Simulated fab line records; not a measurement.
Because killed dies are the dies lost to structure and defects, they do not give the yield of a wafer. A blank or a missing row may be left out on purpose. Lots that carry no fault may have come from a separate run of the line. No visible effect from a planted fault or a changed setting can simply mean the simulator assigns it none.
fab line records + flow n5-finfet + part 2 of 2: steps 5 to 6 of 6
record
- lots=22
- wafers=66
- last-day=18
route steps=1938 shown SD_EPI_P@310 SDB@356 DUMMY_REMOVAL@378 HKMG_FIN@434
lots untouched by any fault: they come from a run of this same line in which no faults occurred
start-h: hours from the record's first day to the start of the lot's first wafer shown + wait-h: hours since the lot's step before + " identical to the entry in the row above + L1.1+2: a row that stands for several wafers + - value missing, or start not given + * or withheld: withheld + < > ~ a bound
route shown NAME@n: names a module that has steps shown in the file, with the first one's number in the route + usual: mean/standard deviation of fault-free wafers + same: alike in all rows + chamber/n: place in a boat + sites: each site's reading + _std_site: how widely they spread, as a standard deviation + _edge_site: mean of outer sites minus mean of inner sites + radius-mm: for every site, how far away it sits from the centre of the wafer + mask NAME#n: copy n + behind: tool/chamber where the wafer was last shaped + hold: cause of the lot's hold/its duration in hours/its outcome + device: names the non-switching transistor (n, p or np) + end of line: tests run on the same wafers once the route is complete + a step with no rows: only its recipe + killed: not the wafer's yield, but the dies lost to structure and defects at the first sort + map: per-die view of a wafer (x killed, . not killed, _ where there is no die)
set.NAME: setting as actually run; set.NAME@STEP: the setting as run at that earlier step + model.NAME: the simulator's own value behind a step, which no gauge read
a sample of lots followed through the steps of the route, with each step as a table and each wafer as a row
services: when a tool's chamber went out of use (start-h, in hours from the record's first day, below 0 if earlier), for how many hours, and the reason
## steps
# step N5_HKMG_FIN_ETCH_31
# recipe
- chemistry=CF4
- target=SiARC
- target-depth-a=455
- mask-material=CAR-ArF
- time-s=75.8
- ion-energy-ev=80
- pressure-mtorr=40
- source-w=545
- bias-w=36
- Ar_flow_sccm=100
- cf4-flow-sccm=100
- ends=cleared
# usual
- drypump-motor-current-A=5.6/0.52
- etch-rf-on-time-s=76.3/1.9
- oes-product-au=0.67/0.068
- rf-vpp-V=184.1/1.2
- showerhead-plenum-p-Torr=2.16/0.067
- throttle-valve-pct=15.48/0.29
| lot.wafer | tool        | chamber | start-h | wait-h | drypump-motor-current-A | etch-rf-on-time-s | oes-product-au | rf-hours-counter-h | rf-vpp-V | showerhead-plenum-p-Torr | throttle-valve-pct |
|-----------|-------------|---------|---------|--------|-------------------------|-------------------|----------------|--------------------|----------|--------------------------|--------------------|
| L074.2    | rie-diel-05 | 2       | 75.06   | 0.0    | 5.6                     | 77.7              | 0.70           | 69                 | 185.2    | 2.17                     | 15.42              |
| L074.5    | "           | 1       | "       | "      | 4.9                     | 74.0              | 0.60           | -                  | 184.0    | 2.12                     | 15.46              |
| L074.6    | "           | 0       | "       | "      | 5.2                     | 78.2              | 0.71           | -                  | 182.3    | 2.08                     | 15.19              |
| L075.3    | rie-diel-06 | 3       | 79.44   | 0.0    | 6.6                     | 79.8              | 0.61           | 180                | 183.7    | 2.22                     | 15.83              |
| L075.4    | "           | 1       | "       | "      | 5.1                     | 74.3              | 0.59           | -                  | 182.6    | 2.12                     | 15.62              |
| L075.6    | "           | 3       | "       | "      | 6.7                     | 79.6              | 0.61           | -                  | 185.0    | 2.22                     | 15.82              |
| L076.1    | rie-diel-06 | 1       | 86.08   | 0.0    | 5.1                     | 75.2              | 0.59           | 221                | 185.9    | 2.12                     | 15.65              |
| L076.3    | "           | 3       | "       | "      | 6.6                     | 79.1              | 0.61           | 183                | 183.9    | 2.22                     | 15.84              |
| L076.5    | "           | 3       | "       | "      | 6.6                     | 79.2              | 0.61           | -                  | 184.5    | 2.22                     | 15.83              |
| L077.1    | rie-diel-05 | 1       | 92.92   | 0.0    | 4.8                     | 74.6              | 0.60           | 238                | 183.4    | 2.12                     | 15.46              |
| L077.2    | "           | 2       | "       | "      | 5.6                     | 76.9              | 0.71           | 75                 | 184.9    | 2.17                     | 15.43              |
| L077.3    | "           | 0       | "       | "      | 5.2                     | 77.9              | 0.71           | 70                 | 182.3    | 2.08                     | 15.21              |
| L078.1    | rie-diel-02 | 0       | 101.99  | 0.0    | 5.7                     | 73.9              | 0.75           | 42                 | 184.7    | 2.10                     | 15.20              |
| L078.5    | "           | 2       | "       | "      | 5.4                     | 77.4              | 0.79           | -                  | 186.7    | 2.27                     | 15.06              |
| L078.6    | "           | 3       | "       | "      | 5.8                     | 75.2              | 0.72           | -                  | 184.5    | 2.16                     | 15.30              |
| L079.3    | rie-diel-02 | 3       | 104.20  | 0.0    | 5.8                     | 75.1              | 0.71           | 83                 | 184.0    | 2.16                     | 15.32              |
| L079.5    | "           | 1       | "       | "      | 6.0                     | 76.2              | 0.63           | -                  | 183.7    | 2.20                     | 15.67              |
| L079.6    | "           | 0       | "       | "      | 5.7                     | 73.7              | 0.75           | -                  | 181.8    | 2.10                     | 15.21              |
| L081.3    | rie-diel-06 | 2       | 115.24  | 0.0    | 6.4                     | 74.3              | 0.61           | 216                | 181.2    | 2.05                     | 16.21              |
| L081.4    | "           | 0       | "       | "      | 5.0                     | 74.3              | 0.79           | 31                 | 185.3    | 2.27                     | 15.23              |
| L081.5    | "           | 3       | "       | "      | 6.7                     | 78.9              | 0.60           | -                  | 186.8    | 2.21                     | 15.84              |
| L082.2    | rie-diel-05 | 2       | 122.30  | 0.0    | 5.6                     | 78.3              | 0.69           | 85                 | 184.0    | 2.16                     | 15.47              |
| L082.3    | "           | 1       | "       | "      | 4.8                     | 75.0              | 0.58           | 248                | 183.3    | 2.12                     | 15.48              |
| L082.6    | "           | 2       | "       | "      | 5.6                     | 77.3              | 0.69           | -                  | 182.5    | 2.17                     | 15.47              |
| L083.2    | rie-diel-05 | 1       | 127.92  | 0.0    | 4.8                     | 74.3              | 0.59           | 250                | 183.3    | 2.11                     | 15.49              |
| L083.5    | "           | 3       | "       | "      | 5.4                     | 77.1              | 0.59           | -                  | 184.1    | 2.12                     | 15.61              |
| L083.6    | "           | 0       | "       | "      | 5.2                     | 79.3              | 0.68           | -                  | 182.5    | 2.08                     | 15.22              |
| L085.1    | rie-diel-02 | 0       | 147.09  | 0.0    | 5.7                     | 73.4              | 0.73           | 57                 | 182.2    | 2.10                     | 15.23              |
| L085.3    | "           | 2       | "       | "      | 5.3                     | 77.7              | 0.76           | 29                 | 185.5    | 2.27                     | 15.09              |
| L085.4    | "           | 1       | "       | "      | 6.0                     | 76.8              | 0.61           | 203                | 184.3    | 2.20                     | 15.69              |
| L086.2    | rie-diel-02 | 3       | 156.81  | 0.0    | 5.8                     | 73.9              | 0.70           | 102                | 184.6    | 2.16                     | 15.36              |
| L086.4    | "           | 0       | "       | "      | 5.7                     | 73.5              | 0.73           | 59                 | 182.5    | 2.10                     | 15.24              |
| L086.5    | "           | 2       | "       | "      | 5.4                     | 77.1              | 0.76           | -                  | 186.5    | 2.27                     | 15.09              |
| L087.1    | rie-diel-06 | 0       | 174.03  | 0.0    | 5.0                     | 74.5              | 0.76           | 50                 | 185.4    | 2.27                     | 15.25              |
| L087.4    | "           | 3       | "       | "      | 6.6                     | 78.7              | 0.59           | -                  | 185.6    | 2.21                     | 15.89              |
| L087.5    | "           | 1       | "       | "      | 5.1                     | 73.7              | 0.57           | -                  | 182.1    | 2.11                     | 15.70              |
| L088.2    | rie-diel-02 | 0       | 175.00  | 0.0    | 5.7                     | 74.2              | 0.72           | 65                 | 182.6    | 2.09                     | 15.26              |
| L088.5    | "           | 1       | "       | "      | 6.0                     | 78.2              | 0.61           | -                  | 185.1    | 2.20                     | 15.70              |
| L088.6    | "           | 2       | "       | "      | 5.4                     | 78.6              | 0.74           | -                  | 186.8    | 2.26                     | 15.11              |
| L089.1    | rie-diel-02 | 0       | 176.07  | 0.0    | 5.7                     | 74.1              | 0.72           | 65                 | 183.7    | 2.09                     | 15.25              |
| L089.4    | "           | 3       | "       | "      | 5.8                     | 74.8              | 0.69           | 108                | 183.9    | 2.15                     | 15.38              |
| L089.6    | "           | 2       | "       | "      | 5.3                     | 78.7              | 0.75           | -                  | 185.7    | 2.26                     | 15.10              |
| L090.2    | rie-diel-06 | 1       | 180.79  | 0.0    | 5.1                     | 73.4              | 0.58           | 254                | 183.3    | 2.11                     | 15.71              |
| L090.4    | "           | 1       | "       | "      | 5.1                     | 74.3              | 0.57           | -                  | 183.6    | 2.11                     | 15.71              |
| L090.5    | "           | 0       | "       | "      | 5.0                     | 74.1              | 0.76           | -                  | 184.8    | 2.27                     | 15.25              |
| L091.2    | rie-diel-02 | 1       | 181.15  | 0.0    | 6.0                     | 78.0              | 0.61           | 214                | 184.9    | 2.19                     | 15.69              |
| L091.5    | "           | 0       | "       | "      | 5.6                     | 74.6              | 0.72           | -                  | 184.0    | 2.09                     | 15.26              |
| L091.6    | "           | 3       | "       | "      | 5.8                     | 76.2              | 0.68           | -                  | 183.2    | 2.15                     | 15.36              |
| L092.4    | rie-diel-06 | 0       | 184.70  | 0.0    | 5.0                     | 75.0              | 0.75           | -                  | 184.8    | 2.27                     | 15.26              |
| L092.5    | "           | 3       | "       | "      | 6.6                     | 78.0              | 0.59           | -                  | 184.3    | 2.20                     | 15.90              |
| L092.6    | "           | 1       | "       | "      | 5.1                     | 74.9              | 0.57           | -                  | 183.1    | 2.11                     | 15.71              |
| L093.1    | rie-diel-06 | 3       | 192.23  | 0.0    | 6.6                     | 78.0              | 0.60           | 221                | 184.3    | 2.20                     | 15.91              |
| L093.2    | "           | 1       | "       | "      | 5.1                     | 73.1              | 0.58           | 259                | 183.5    | 2.11                     | 15.72              |
| L093.6    | "           | 1       | "       | "      | 5.1                     | 73.8              | 0.58           | -                  | 183.4    | 2.11                     | 15.72              |
| L094.1    | rie-diel-02 | 2       | 195.05  | 0.0    | 5.3                     | 77.6              | 0.74           | 44                 | 186.7    | 2.26                     | 15.10              |
| L094.4    | "           | 0       | "       | "      | 5.7                     | 73.6              | 0.72           | 71                 | 184.2    | 2.09                     | 15.26              |
| L094.5    | "           | 2       | "       | "      | 5.3                     | 77.1              | 0.74           | -                  | 186.1    | 2.26                     | 15.11              |
| L095.1    | rie-diel-05 | 1       | 204.13  | 0.0    | 4.9                     | 74.0              | 0.78           | 24                 | 182.6    | 2.11                     | 15.04              |
| L095.3    | "           | 2       | "       | "      | 5.6                     | 78.1              | 0.66           | 118                | 185.0    | 2.15                     | 15.52              |
| L095.4    | "           | 0       | "       | "      | 5.3                     | 78.3              | 0.66           | -                  | 182.8    | 2.07                     | 15.30              |
| L096.3    | rie-diel-05 | 1       | 211.63  | 0.0    | 4.9                     | 74.1              | 0.77           | 29                 | 183.2    | 2.10                     | 15.06              |
| L096.4    | "           | 0       | "       | "      | 5.3                     | 78.6              | 0.66           | -                  | 184.2    | 2.07                     | 15.30              |
| L096.6    | "           | 1       | "       | "      | 4.9                     | 74.4              | 0.77           | -                  | 182.9    | 2.10                     | 15.04              |
| L097.2    | rie-diel-02 | 0       | 221.06  | 0.0    | 5.7                     | 73.1              | 0.71           | 85                 | 182.6    | 2.09                     | 15.26              |
| L097.3    | "           | 1       | "       | "      | 6.0                     | 77.0              | 0.60           | 232                | 186.1    | 2.19                     | 15.77              |
| L097.5    | "           | 2       | "       | "      | 5.3                     | 77.2              | 0.73           | -                  | 185.7    | 2.26                     | 15.13              |
# step N5_HKMG_FIN_STRIP_88
# recipe
- chemistry=N2/H2
- power-w=2500
- temp-c=300
- h2-frac=0.65
- time-s=360
- pressure-mtorr=withheld
- n2-flow-sccm=1750
- h2-flow-sccm=3250
# usual
- drypump-motor-current-A=5.34/0.22
- heater-power-w=429/32
| lot.wafer | tool            | chamber | start-h | wait-h | drypump-motor-current-A | heater-power-w | rf-hours-counter-h |
|-----------|-----------------|---------|---------|--------|-------------------------|----------------|--------------------|
| L074.2    | plasma-asher-02 | 1       | 76.60   | 0.0    | 5.38                    | 421            | 82                 |
| L074.5    | "               | 0       | "       | "      | 5.01                    | 454            | -                  |
| L074.6    | "               | 1       | "       | "      | 5.36                    | 408            | -                  |
| L075.3    | plasma-asher-02 | 0       | 81.10   | 0.1    | 5.01                    | 438            | -                  |
| L075.4    | "               | 1       | "       | "      | 5.39                    | 411            | -                  |
| L075.6    | "               | 1       | "       | "      | 5.40                    | 408            | -                  |
| L076.1    | plasma-asher-01 | 0       | 87.62   | 0.0    | 5.69                    | 383            | 45                 |
| L076.3    | "               | 0       | "       | "      | 5.69                    | 401            | -                  |
| L076.5    | "               | 0       | "       | "      | 5.66                    | 390            | -                  |
| L077.1    | plasma-asher-01 | 1       | 94.61   | 0.0    | 5.33                    | 462            | 47                 |
| L077.2    | "               | 0       | "       | "      | 5.64                    | 405            | 47                 |
| L077.3    | "               | 1       | "       | "      | 5.34                    | 465            | -                  |
| L078.1    | plasma-asher-01 | 0       | 103.53  | 0.0    | 5.64                    | 386            | 49                 |
| L078.5    | "               | 1       | "       | "      | 5.32                    | 457            | -                  |
| L078.6    | "               | 0       | "       | "      | 5.63                    | 402            | -                  |
| L079.3    | plasma-asher-01 | 0       | 105.87  | 0.1    | 5.58                    | 385            | -                  |
| L079.5    | "               | 0       | "       | "      | 5.65                    | 385            | -                  |
| L079.6    | "               | 1       | "       | "      | 5.32                    | 476            | -                  |
| L081.3    | plasma-asher-01 | 0       | 116.91  | 0.1    | 5.61                    | 403            | -                  |
| L081.4    | "               | 1       | "       | "      | 5.33                    | 460            | -                  |
| L081.5    | "               | 0       | "       | "      | 5.59                    | 389            | -                  |
| L082.2    | plasma-asher-02 | 1       | 123.85  | 0.0    | 5.37                    | 410            | 91                 |
| L082.3    | "               | 0       | "       | "      | 5.00                    | 443            | -                  |
| L082.6    | "               | 0       | "       | "      | 5.02                    | 450            | -                  |
| L083.2    | plasma-asher-02 | 0       | 129.46  | 0.0    | 5.02                    | 438            | 92                 |
| L083.5    | "               | 0       | "       | "      | 5.02                    | 436            | -                  |
| L083.6    | "               | 1       | "       | "      | 5.39                    | 407            | -                  |
| L085.1    | plasma-asher-02 | 0       | 148.63  | 0.0    | 5.01                    | 461            | 95                 |
| L085.3    | "               | 1       | "       | "      | 5.36                    | 420            | -                  |
| L085.4    | "               | 0       | "       | "      | 4.99                    | 438            | -                  |
| L086.2    | plasma-asher-02 | 0       | 158.35  | 0.0    | 4.99                    | 449            | 97                 |
| L086.4    | "               | 1       | "       | "      | 5.35                    | 416            | -                  |
| L086.5    | "               | 1       | "       | "      | 5.35                    | 414            | -                  |
| L087.1    | plasma-asher-02 | 0       | 175.56  | 0.0    | 5.01                    | 446            | 100                |
| L087.4    | "               | 1       | "       | "      | 5.35                    | 417            | -                  |
| L087.5    | "               | 1       | "       | "      | 5.33                    | 417            | -                  |
| L088.2    | plasma-asher-02 | 0       | 176.56  | 0.0    | 5.01                    | 459            | 100                |
| L088.5    | "               | 0       | "       | "      | 4.99                    | 442            | -                  |
| L088.6    | "               | 1       | "       | "      | 5.36                    | 415            | -                  |
| L089.1    | plasma-asher-02 | 0       | 177.60  | 0.0    | 5.00                    | 435            | 101                |
| L089.4    | "               | 1       | "       | "      | 5.38                    | 409            | -                  |
| L089.6    | "               | 1       | "       | "      | 5.36                    | 411            | -                  |
| L090.2    | plasma-asher-02 | 1       | 182.34  | 0.0    | 5.37                    | 423            | 102                |
| L090.4    | "               | 1       | "       | "      | 5.35                    | 424            | -                  |
| L090.5    | "               | 1       | "       | "      | 5.35                    | 403            | -                  |
| L091.2    | plasma-asher-01 | 0       | 182.72  | 0.0    | 5.66                    | 390            | 64                 |
| L091.5    | "               | 0       | "       | "      | 5.62                    | 394            | -                  |
| L091.6    | "               | 1       | "       | "      | 5.35                    | 477            | -                  |
| L092.4    | plasma-asher-02 | 0       | 186.33  | 0.1    | 5.01                    | 439            | -                  |
| L092.5    | "               | 1       | "       | "      | 5.35                    | 407            | -                  |
| L092.6    | "               | 0       | "       | "      | 5.02                    | 445            | -                  |
| L093.1    | plasma-asher-01 | 0       | 193.77  | 0.0    | 5.63                    | 388            | 65                 |
| L093.2    | "               | 1       | "       | "      | 5.34                    | 483            | 65                 |
| L093.6    | "               | 1       | "       | "      | 5.35                    | 486            | -                  |
| L094.1    | plasma-asher-01 | 1       | 196.81  | 0.0    | 5.35                    | 463            | 67                 |
| L094.4    | "               | 1       | "       | "      | 5.35                    | 462            | -                  |
| L094.5    | "               | 0       | "       | "      | 5.65                    | 393            | -                  |
| L095.1    | plasma-asher-01 | 0       | 205.68  | 0.0    | 5.64                    | 382            | 68                 |
| L095.3    | "               | 0       | "       | "      | 5.63                    | 386            | -                  |
| L095.4    | "               | 1       | "       | "      | 5.33                    | 470            | -                  |
| L096.3    | plasma-asher-01 | 1       | 213.34  | 0.1    | 5.32                    | 475            | -                  |
| L096.4    | "               | 0       | "       | "      | 5.63                    | 397            | -                  |
| L096.6    | "               | 0       | "       | "      | 5.67                    | 400            | -                  |
| L097.2    | plasma-asher-01 | 1       | 222.59  | 0.0    | 5.35                    | 476            | 71                 |
| L097.3    | "               | 0       | "       | "      | 5.68                    | 395            | -                  |
| L097.5    | "               | 1       | "       | "      | 5.33                    | 481            | -                  |
## services
| tool            | chamber | start-h | hours | kind                          |
|-----------------|---------|---------|-------|-------------------------------|
| rie-diel-02     | 2       | 39.15   | -     | clean                         |
| rie-diel-02     | 2       | 39.15   | -     | consumable-replace:focus-ring |
| rie-diel-02     | 2       | 39.15   | -     | consumable-replace:showerhead |
| rie-diel-02     | 2       | 39.15   | 21.0  | scheduled-down                |
| rie-diel-02     | 2       | 39.15   | 21.0  | vent-cycle                    |
| rie-diel-05     | 3       | 54.01   | 8.8   | repair                        |
| rie-diel-06     | 0       | 79.05   | 8.7   | repair                        |
| rie-diel-02     | 1       | 87.10   | 2.7   | repair                        |
| rie-diel-04     | 0       | 90.90   | 7.5   | repair                        |
| rie-diel-02     | 0       | 122.41  | 2.5   | repair                        |
| rie-diel-05     | 1       | 129.72  | -     | clean                         |
| rie-diel-05     | 1       | 129.72  | -     | consumable-replace:focus-ring |
| rie-diel-05     | 1       | 129.72  | 12.8  | scheduled-down                |
| rie-diel-05     | 1       | 129.72  | 12.8  | vent-cycle                    |
| plasma-asher-02 | -       | 134.65  | 0.7   | repair                        |
| rie-diel-04     | 1       | 136.39  | 8.7   | repair                        |
| rie-diel-02     | 0       | 151.41  | 1.6   | repair                        |
| rie-diel-06     | 2       | 168.37  | 33.9  | repair                        |
| rie-diel-01     | 1       | 186.61  | 6.5   | repair                        |
| plasma-asher-01 | -       | 192.36  | 1.2   | repair                        |
| rie-diel-06     | -       | 195.13  | 28.1  | pm                            |
| rie-diel-04     | 3       | 198.65  | 1.7   | repair                        |
| plasma-asher-01 | -       | 199.12  | 3.6   | repair                        |
| rie-diel-01     | 1       | 218.33  | 2.2   | repair                        |
